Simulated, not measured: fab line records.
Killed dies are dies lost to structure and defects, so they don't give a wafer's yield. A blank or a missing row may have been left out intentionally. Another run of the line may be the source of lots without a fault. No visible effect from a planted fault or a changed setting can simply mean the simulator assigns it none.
Matching of chambers ; flow n5-finfet ; pecvd-01 running N5_SDB_HM_DEP_00: 3 sister chambers
The step deposits SiNx from SiH4/NH3/N2, target thk 40 nm, time 35.3 s. 6 wafers are shown with their chamber, then 8 later ones without.

## EACH WAFER AND ITS CHAMBER
wafer;chamber;throttle-valve-pct (%);showerhead-plenum-p-Torr (Torr)
L082.1;1;44.4;4.96
L082.2;0;38.5;5.09
L092.1;2;41.7;5.07
L092.2;1;44.5;4.93
L092.6;2;41.6;5.08
L093.1;0;38.5;5.08

## WAFERS WITH NO CHAMBER GIVEN
wafer;throttle-valve-pct (%);showerhead-plenum-p-Torr (Torr)
L093.3;41.7;5.07
L093.4;41.3;5.07
L094.1;44.2;4.94
L094.5;44.4;4.93
L094.6;41.5;5.06
L096.1;38.7;5.08
L096.2;41.6;5.06
L096.5;44.6;4.94

## WHICH CHAMBER EACH WENT THROUGH
wafer;from the rows above;in truth
L093.3;2;2
L093.4;2;2
L094.1;1;1
L094.5;1;1
L094.6;2;2
L096.1;0;0
L096.2;2;2
L096.5;1;1
8 of 8 placed correctly. From these rows, 0 cannot be placed. 0 placed wrongly.
How it was worked out, from the rows above alone: a wafer's distance from a chamber is the root of the sum, over the readings, of the square of ((its reading less the chamber's mean) divided by the reading's scatter). If the next closest chamber is less than 2 further off than the closest, the wafer can't be placed; otherwise it belongs to the closest. A chamber's mean is the mean of its shown wafers. The scatter is the square root of a quotient: the sum, over the shown wafers, of each reading's squared deviation from its chamber's mean, divided by wafers minus chambers.
